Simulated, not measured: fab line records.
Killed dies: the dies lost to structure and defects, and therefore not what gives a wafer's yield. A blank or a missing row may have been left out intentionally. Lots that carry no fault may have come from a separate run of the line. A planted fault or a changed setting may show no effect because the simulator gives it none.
Split-lot experiment :: flow n5Finfet :: 39 wafers read across 7 lots, on a route 1938 steps long

== THE SPLIT ==
At N5_DUMMY_GATE_PECVD_30 (deposits SiO2 from TEOS/O2, target thk 55 nm, time 10.8 s), the setting timeS was moved away from the recipe's 10.8 s on 6 of the 39 wafers read, by -21.3% to +16.1%. For the rest of the wafers, this setting stayed at what the recipe calls for.

The reading comes from the split's own step.

== THE READING ==
SiO2_of_DUMMY_GATE_PECVD_30.thkNm (the simulator's own value, which no gauge read), in nm, at N5_DUMMY_GATE_PECVD_30 (deposits SiO2 from TEOS/O2, target thk 55 nm, time 10.8 s). There is no usual value for it anywhere in the file. Across the 33 wafers here that went through the recipe, the average is 54.5 nm and the standard deviation 0.88 nm.

wafer: L076.1
tool, chamber at the split: pecvd-01, 2
timeS as run, s: 10.8
against the recipe: recipe
SiO2_of_DUMMY_GATE_PECVD_30.thkNm, nm: 53.8
against lot-mates on the recipe: -

wafer: L076.2
tool, chamber at the split: pecvd-01, 1
timeS as run, s: 8.495
against the recipe: -21.3%
SiO2_of_DUMMY_GATE_PECVD_30.thkNm, nm: 43.4
against lot-mates on the recipe: -10.5

wafer: L076.3
tool, chamber at the split: pecvd-01, 0
timeS as run, s: 10.8
against the recipe: recipe
SiO2_of_DUMMY_GATE_PECVD_30.thkNm, nm: 54.4
against lot-mates on the recipe: -

wafer: L076.4
tool, chamber at the split: pecvd-01, 0
timeS as run, s: 8.495
against the recipe: -21.3%
SiO2_of_DUMMY_GATE_PECVD_30.thkNm, nm: 43.2
against lot-mates on the recipe: -10.7

wafer: L076.5
tool, chamber at the split: pecvd-01, 2
timeS as run, s: 10.8
against the recipe: recipe
SiO2_of_DUMMY_GATE_PECVD_30.thkNm, nm: 53.6
against lot-mates on the recipe: -

wafer: L076.6
tool, chamber at the split: pecvd-01, 1
timeS as run, s: 8.495
against the recipe: -21.3%
SiO2_of_DUMMY_GATE_PECVD_30.thkNm, nm: 43.8
against lot-mates on the recipe: -10.1

wafer: L077.1
tool, chamber at the split: pecvd-02, 0,2
timeS as run, s: 10.8
against the recipe: recipe
SiO2_of_DUMMY_GATE_PECVD_30.thkNm, nm: 53.8
against lot-mates on the recipe: -

wafer: L077.2
tool, chamber at the split: pecvd-02, 0,2
timeS as run, s: 10.8
against the recipe: recipe
SiO2_of_DUMMY_GATE_PECVD_30.thkNm, nm: 53.8
against lot-mates on the recipe: -

wafer: L077.5
tool, chamber at the split: pecvd-02, 1
timeS as run, s: 10.8
against the recipe: recipe
SiO2_of_DUMMY_GATE_PECVD_30.thkNm, nm: 56.6
against lot-mates on the recipe: -

wafer: L083.1
tool, chamber at the split: pecvd-04, 1
timeS as run, s: 10.8
against the recipe: recipe
SiO2_of_DUMMY_GATE_PECVD_30.thkNm, nm: 54.6
against lot-mates on the recipe: -

wafer: L083.2
tool, chamber at the split: pecvd-04, 0
timeS as run, s: 10.8
against the recipe: recipe
SiO2_of_DUMMY_GATE_PECVD_30.thkNm, nm: 53.8
against lot-mates on the recipe: -

wafer: L083.3
tool, chamber at the split: pecvd-04, 2
timeS as run, s: 10.8
against the recipe: recipe
SiO2_of_DUMMY_GATE_PECVD_30.thkNm, nm: 54
against lot-mates on the recipe: -

wafer: L083.4
tool, chamber at the split: pecvd-04, 2,1
timeS as run, s: 10.8
against the recipe: recipe
SiO2_of_DUMMY_GATE_PECVD_30.thkNm, nm: 55.2
against lot-mates on the recipe: -

wafer: L083.6
tool, chamber at the split: pecvd-04, 2,1
timeS as run, s: 10.8
against the recipe: recipe
SiO2_of_DUMMY_GATE_PECVD_30.thkNm, nm: 55.2
against lot-mates on the recipe: -

wafer: L083.5
tool, chamber at the split: pecvd-04, 0
timeS as run, s: 10.8
against the recipe: recipe
SiO2_of_DUMMY_GATE_PECVD_30.thkNm, nm: 54.8
against lot-mates on the recipe: -

wafer: L085.1
tool, chamber at the split: pecvd-02, 2
timeS as run, s: 10.8
against the recipe: recipe
SiO2_of_DUMMY_GATE_PECVD_30.thkNm, nm: 54.4
against lot-mates on the recipe: -

wafer: L085.2
tool, chamber at the split: pecvd-02, 1
timeS as run, s: 10.8
against the recipe: recipe
SiO2_of_DUMMY_GATE_PECVD_30.thkNm, nm: 55.4
against lot-mates on the recipe: -

wafer: L085.3
tool, chamber at the split: pecvd-02, 0
timeS as run, s: 10.8
against the recipe: recipe
SiO2_of_DUMMY_GATE_PECVD_30.thkNm, nm: 55
against lot-mates on the recipe: -

wafer: L085.4
tool, chamber at the split: pecvd-02, 2
timeS as run, s: 12.54
against the recipe: +16.1%
SiO2_of_DUMMY_GATE_PECVD_30.thkNm, nm: 64
against lot-mates on the recipe: +9.1

wafer: L085.5
tool, chamber at the split: pecvd-02, 1
timeS as run, s: 12.54
against the recipe: +16.1%
SiO2_of_DUMMY_GATE_PECVD_30.thkNm, nm: 64.8
against lot-mates on the recipe: +9.9

wafer: L085.6
tool, chamber at the split: pecvd-02, 0
timeS as run, s: 12.54
against the recipe: +16.1%
SiO2_of_DUMMY_GATE_PECVD_30.thkNm, nm: 64.6
against lot-mates on the recipe: +9.7

wafer: L087.1
tool, chamber at the split: pecvd-02, 2,0
timeS as run, s: 10.8
against the recipe: recipe
SiO2_of_DUMMY_GATE_PECVD_30.thkNm, nm: 54.2
against lot-mates on the recipe: -

wafer: L087.2
tool, chamber at the split: pecvd-02, 2,0
timeS as run, s: 10.8
against the recipe: recipe
SiO2_of_DUMMY_GATE_PECVD_30.thkNm, nm: 54.2
against lot-mates on the recipe: -

wafer: L087.3
tool, chamber at the split: pecvd-02, 1
timeS as run, s: 10.8
against the recipe: recipe
SiO2_of_DUMMY_GATE_PECVD_30.thkNm, nm: 55.6
against lot-mates on the recipe: -

wafer: L087.4
tool, chamber at the split: pecvd-02, 0
timeS as run, s: 10.8
against the recipe: recipe
SiO2_of_DUMMY_GATE_PECVD_30.thkNm, nm: 55
against lot-mates on the recipe: -

wafer: L087.5
tool, chamber at the split: pecvd-02, 1
timeS as run, s: 10.8
against the recipe: recipe
SiO2_of_DUMMY_GATE_PECVD_30.thkNm, nm: 56.2
against lot-mates on the recipe: -

wafer: L087.6
tool, chamber at the split: pecvd-02, 2
timeS as run, s: 10.8
against the recipe: recipe
SiO2_of_DUMMY_GATE_PECVD_30.thkNm, nm: 56
against lot-mates on the recipe: -

wafer: L088.1
tool, chamber at the split: pecvd-01, 2
timeS as run, s: 10.8
against the recipe: recipe
SiO2_of_DUMMY_GATE_PECVD_30.thkNm, nm: 53.6
against lot-mates on the recipe: -

wafer: L088.2
tool, chamber at the split: pecvd-01, 0
timeS as run, s: 10.8
against the recipe: recipe
SiO2_of_DUMMY_GATE_PECVD_30.thkNm, nm: 53.8
against lot-mates on the recipe: -

wafer: L088.3
tool, chamber at the split: pecvd-01, 1
timeS as run, s: 10.8
against the recipe: recipe
SiO2_of_DUMMY_GATE_PECVD_30.thkNm, nm: 55
against lot-mates on the recipe: -

wafer: L088.4
tool, chamber at the split: pecvd-01, 1
timeS as run, s: 10.8
against the recipe: recipe
SiO2_of_DUMMY_GATE_PECVD_30.thkNm, nm: 55.4
against lot-mates on the recipe: -

wafer: L088.5
tool, chamber at the split: pecvd-01, 0
timeS as run, s: 10.8
against the recipe: recipe
SiO2_of_DUMMY_GATE_PECVD_30.thkNm, nm: 54
against lot-mates on the recipe: -

wafer: L088.6
tool, chamber at the split: pecvd-01, 2
timeS as run, s: 10.8
against the recipe: recipe
SiO2_of_DUMMY_GATE_PECVD_30.thkNm, nm: 53.4
against lot-mates on the recipe: -

wafer: L096.1
tool, chamber at the split: pecvd-01, 1
timeS as run, s: 10.8
against the recipe: recipe
SiO2_of_DUMMY_GATE_PECVD_30.thkNm, nm: 53.4
against lot-mates on the recipe: -

wafer: L096.2
tool, chamber at the split: pecvd-01, 0
timeS as run, s: 10.8
against the recipe: recipe
SiO2_of_DUMMY_GATE_PECVD_30.thkNm, nm: 52.8
against lot-mates on the recipe: -

wafer: L096.3
tool, chamber at the split: pecvd-01, 1
timeS as run, s: 10.8
against the recipe: recipe
SiO2_of_DUMMY_GATE_PECVD_30.thkNm, nm: 54.2
against lot-mates on the recipe: -

wafer: L096.4
tool, chamber at the split: pecvd-01, 0
timeS as run, s: 10.8
against the recipe: recipe
SiO2_of_DUMMY_GATE_PECVD_30.thkNm, nm: 53.8
against lot-mates on the recipe: -

wafer: L096.5
tool, chamber at the split: pecvd-01, 0
timeS as run, s: 10.8
against the recipe: recipe
SiO2_of_DUMMY_GATE_PECVD_30.thkNm, nm: 53.8
against lot-mates on the recipe: -

wafer: L096.6
tool, chamber at the split: pecvd-01, 1
timeS as run, s: 10.8
against the recipe: recipe
SiO2_of_DUMMY_GATE_PECVD_30.thkNm, nm: 54.6
against lot-mates on the recipe: -
Where a row lists several chambers, the file gives one row for several wafers and doesn't say which wafer went through which chamber.

THE FIT
A straight line over all 39 wafers: SiO2_of_DUMMY_GATE_PECVD_30.thkNm changes by +0.555 nm for each +1% of timeS; r = +0.98; the points scatter about the line by 0.91 nm.
The same after taking each lot's own level away (the mean of its wafers on the recipe; 39 wafers): +0.528 nm for each +1%; r = +0.98; scatter 0.77 nm.
On that fit, the largest move of timeS shifts the reading by 11 nm.
From 53.77 to 55.20 nm: that is the span of the lots' own levels, equal to 1.6 times the standard deviation above.
The two slopes are in agreement: the lot-to-lot level therefore moves the slope only a little.
Check: with one of the wafers moved furthest among these (-21.3%) left out of the fit, the line predicts -11.3 nm for it against its lot-mates. Against them it came out at -10.5 nm.

== OTHER SPLITS ON THESE WAFERS ==
Other splits were also applied to these wafers ahead of the reading. Each is held against what the fit with the lots' levels taken away leaves over:
other split on the same wafers: N5_ZERO_LAYER_PECVD_02 timeS
wafers away from the commonest value: 12
r with SiO2_of_DUMMY_GATE_PECVD_30.thkNm (lot level and that fit taken away): +0.07

other split on the same wafers: N5_FIN_SAQP_SPACER2_ALD_28 targetThkA
wafers away from the commonest value: 12
r with SiO2_of_DUMMY_GATE_PECVD_30.thkNm (lot level and that fit taken away): +0.02

== FILE'S OWN FIT ==
SiO2_of_DUMMY_GATE_PECVD_30.thkNm changes by +0.527 nm for each +1% of timeS, r = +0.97.
